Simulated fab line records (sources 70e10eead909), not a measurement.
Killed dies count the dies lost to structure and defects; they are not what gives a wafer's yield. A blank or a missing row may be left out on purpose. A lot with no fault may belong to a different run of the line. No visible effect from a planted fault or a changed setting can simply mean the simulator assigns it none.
The tool behind it: which one?	flow nand harc	Sampling: 12 lots, 36 wafers, 6 of 1159 route steps

WHAT EACH GAUGE READ, for each wafer
NHARC_P_GATE_CD_MEAS_11: target cd 1640 nm. Usual: cd nm 1639.4 nm, standard deviation 1.5.
lot	measured	on	cd nm (nm)	flag
L399	day 4 03:02	cd sem-02	1639.4 1640.5 1638.9	
L400	day 4 21:20	cd sem-01	1641.1 1640.3 1640.4	
L401	day 4 21:29	cd sem-02	1640.9 1642.0 1640.5	
L405	day 5 19:20	cd sem-01	1639.2 1639.6 1639.3	
L403	day 5 19:29	cd sem-01	1643.2 1641.3 1641.6	
L404	day 5 19:39	cd sem-01	1639.5 1638.8 1636.9	
L406	day 5 23:55	cd sem-03	1640.1 1638.2 1639.6	
L407	day 6 08:37	cd sem-03	1639.5 1640.5 1639.9	
L408	day 6 08:39	cd sem-03	- - -	OFF
L417	day 8 16:45	cd sem-02	1640.5 1640.0 1638.7	
L416	day 8 16:47	cd sem-03	1639.2 1641.0 1639.3	
L418	day 9 05:20	cd sem-03	1639.7 1638.1 1639.2	

NHARC_END_SORT_01. Usual: killed at array 26, standard deviation 10; killed at other 0.8, standard deviation 1.1; killed at periphery 3.3, standard deviation 2.6; killed dies 30, standard deviation 11; killed open 3.4, standard deviation 1.8; killed short 2.0, standard deviation 1.3.
lot	measured	on	killed at array	killed at other	killed at periphery	killed dies	killed open	killed short	flag
L408	day 22 02:49	prober-01	28 32 42	0 0 1	649 645 634	677 677 677	4 3 5	3 3 3	OFF

WHICH TOOL RAN EACH LOT (tool, then ch and the chambers of the sampled wafers, then the start)
lot	NHARC_P_GATE_EXPOSE_08	NHARC_P_GATE_HM_DEP_102	NHARC_P_GATE_ETCH_114	NHARC_P_GATE_STRIP_108
L399	krf scanner-03 ch 0, day 4 02:53	acl dep-03 ch 0, day 4 16:23	rie diel-13 ch 1,2, day 4 18:59 or earlier	rie diel-11 ch 1,2,3, day 4 18:59
L400	krf scanner-02 ch 0, day 4 21:11	acl dep-01 ch 0, day 5 10:16	rie diel-08 ch 0,3, day 5 12:52 or earlier	rie diel-13 ch 0,2,3, day 5 12:52
L401	krf scanner-04 ch 0, day 4 21:20	acl dep-02 ch 0, day 5 10:16	rie diel-11 ch 0,1,2, day 5 12:42 or earlier	rie diel-11 ch 1,2,3, day 5 12:42
L405	krf scanner-02 ch 0, day 5 19:10	acl dep-03 ch 0, day 6 08:53	rie diel-13 ch 0,3, day 6 11:50 or earlier	rie diel-13 ch 1,2, day 6 11:50
L403	krf scanner-03 ch 0, day 5 19:20	acl dep-01 ch 0, day 6 09:11	rie diel-13 ch 2,3, day 6 11:58 or earlier	rie diel-13 ch 1,2, day 6 11:58
L404	krf scanner-04 ch 0, day 5 19:29	acl dep-02 ch 0, day 6 09:10	rie diel-13 ch 1,2, day 6 11:58 or earlier	rie diel-11 ch 0,1,2, day 6 11:58
L406	krf scanner-04 ch 0, day 5 23:45	acl dep-03 ch 0, day 6 17:22	rie diel-11 ch 1,2,3, day 6 19:20 or earlier	rie diel-13 ch 0,1,2, day 6 19:20
L407	krf scanner-02 ch 0, day 6 08:28	acl dep-01 ch 0, day 6 21:47	rie diel-13 ch 1,2,3, day 7 00:03 or earlier	rie diel-13 ch 1,2, day 7 00:03
L408	krf scanner-02 ch 0, day 6 08:29	acl dep-02 ch 0, day 6 21:56	rie diel-11 ch 0,1,3, day 7 00:35 or earlier	rie diel-08 ch 0,1,3, day 7 00:35
L417	krf scanner-02 ch 0, day 8 16:35	acl dep-02 ch 0, day 9 06:02	rie diel-13 ch 0,1,2, day 9 08:28 or earlier	rie diel-13 ch 0,2,3, day 9 08:28
L416	krf scanner-02 ch 0, day 8 16:38	acl dep-01 ch 0, day 9 05:58	rie diel-08 ch 0,2,3, day 9 08:26 or earlier	rie diel-11 ch 1,3, day 9 08:26
L418	krf scanner-02 ch 0, day 9 05:11	acl dep-03 ch 0, day 9 17:43	rie diel-08 ch 1,3, day 9 20:25 or earlier	rie diel-11 ch 1,2,3, day 9 20:25
- NHARC_P_GATE_EXPOSE_08: exposes mask P HV.
- NHARC_P_GATE_HM_DEP_102: deposits aC, target thk 120 nm.
- NHARC_P_GATE_ETCH_114: etches the open film in CF4/O2, target depth 30 nm, overetch 3 nm, time 16.5 s.
- NHARC_P_GATE_STRIP_108: strips in O2.

AS READ BY THE TOOLS THEMSELVES (means over the sampled wafers that have a number; for cases with no such wafer, the mark the record gives instead)
NHARC_P_GATE_HM_DEP_102. Usual: throttle valve pct 35.001 %, standard deviation 0.0093.
lot	tool	throttle valve pct (%)	flag
L399	acl dep-03	35.002	
L400	acl dep-01	34.997	
L401	acl dep-02	34.999	
L405	acl dep-03	34.996	
L403	acl dep-01	35.001	
L404	acl dep-02	34.989	
L406	acl dep-03	35.005	
L407	acl dep-01	35.007	
L408	acl dep-02	34.989	
L417	acl dep-02	35.003	
L416	acl dep-01	35.012	
L418	acl dep-03	34.995	

NHARC_P_GATE_ETCH_114. Usual: drypump motor current A 5.7 A, standard deviation 0.39; oes product au 0.999 a.u., standard deviation 0.0096; rf vpp V 197.9 V, standard deviation 1.2; showerhead plenum p Torr 1.34 Torr, standard deviation 0.039; throttle valve pct 13.396 %, standard deviation 0.0092.
lot	tool	drypump motor current A (A)	oes product au (a.u.)	rf vpp V (V)	showerhead plenum p Torr (Torr)	throttle valve pct (%)	flag
L399	rie diel-13	5.5	1.007	198.7	1.37	13.393	
L400	rie diel-08	6.1	0.993	198.1	1.35	13.396	
L401	rie diel-11	6.0	0.990	197.7	1.36	13.399	
L405	rie diel-13	5.6	1.005	197.1	1.31	13.406	
L403	rie diel-13	5.6	1.005	198.3	1.37	13.397	
L404	rie diel-13	5.5	0.999	197.9	1.37	13.411	
L406	rie diel-11	6.0	0.996	198.6	1.35	13.402	
L407	rie diel-13	5.5	1.002	197.7	1.35	13.389	
L408	rie diel-11	6.2	0.997	198.2	1.33	13.399	
L417	rie diel-13	5.4	1.001	197.7	1.33	13.392	
L416	rie diel-08	5.9	1.000	198.6	1.34	13.402	
L418	rie diel-08	6.0	0.993	196.8	1.30	13.388	

NHARC_P_GATE_STRIP_108. Usual: drypump motor current A 5.8 A, standard deviation 0.41; oes product au 1.000 a.u., standard deviation 0.011; rf vpp V 57.8 V, standard deviation 0.91; showerhead plenum p Torr 3.54 Torr, standard deviation 0.097; throttle valve pct 17.038 %, standard deviation 0.0095.
lot	tool	drypump motor current A (A)	oes product au (a.u.)	rf vpp V (V)	showerhead plenum p Torr (Torr)	throttle valve pct (%)	flag
L399	rie diel-11	5.9	0.999	57.4	3.58	17.033	
L400	rie diel-13	5.6	1.003	58.5	3.52	17.037	
L401	rie diel-11	6.0	1.003	58.5	3.57	17.040	
L405	rie diel-13	5.5	0.998	58.9	3.62	17.038	
L403	rie diel-13	5.5	0.998	58.6	3.62	17.040	
L404	rie diel-11	6.0	0.996	58.3	3.60	17.027	
L406	rie diel-13	5.4	0.994	58.1	3.52	17.038	
L407	rie diel-13	5.3	0.993	57.6	3.55	17.040	
L408	rie diel-08	6.1	1.010	57.6	3.49	17.036	
L417	rie diel-13	5.6	1.010	58.0	3.51	17.042	
L416	rie diel-11	6.4	0.986	57.5	3.53	17.034	
L418	rie diel-11	6.0	0.997	57.9	3.56	17.041	

THE ANSWER, worked out from the rows above alone
Rule: lot off if the mean of its wafers having a number is beyond 3 standard deviations from the usual mean. Also off: a lot with no number at a reading for which 4 or more lots have one. All remaining lots with rows at the step are treated as sound. The gauges are gone through in route order, then the tools' own readings, and for those a lot's mean is taken as printed above. At the first step where some lot is off, the reading lying furthest off is the one used; lots without a number count as furthest.
Off at NHARC_P_GATE_CD_MEAS_11 (cd nm): L408. Without a number there: L408.
A tool fits if, at a process step before that reading, it ran every lot that is off, and no sound lot after the first of them. Not tried: the gauges at NHARC_P_GATE_CD_MEAS_11; whatever is off there is also off at NHARC_END_SORT_01, on other tools, and gauge error can't account for it. Of those tried, none fits.

WHAT THE SIMULATOR HAD INSERTED
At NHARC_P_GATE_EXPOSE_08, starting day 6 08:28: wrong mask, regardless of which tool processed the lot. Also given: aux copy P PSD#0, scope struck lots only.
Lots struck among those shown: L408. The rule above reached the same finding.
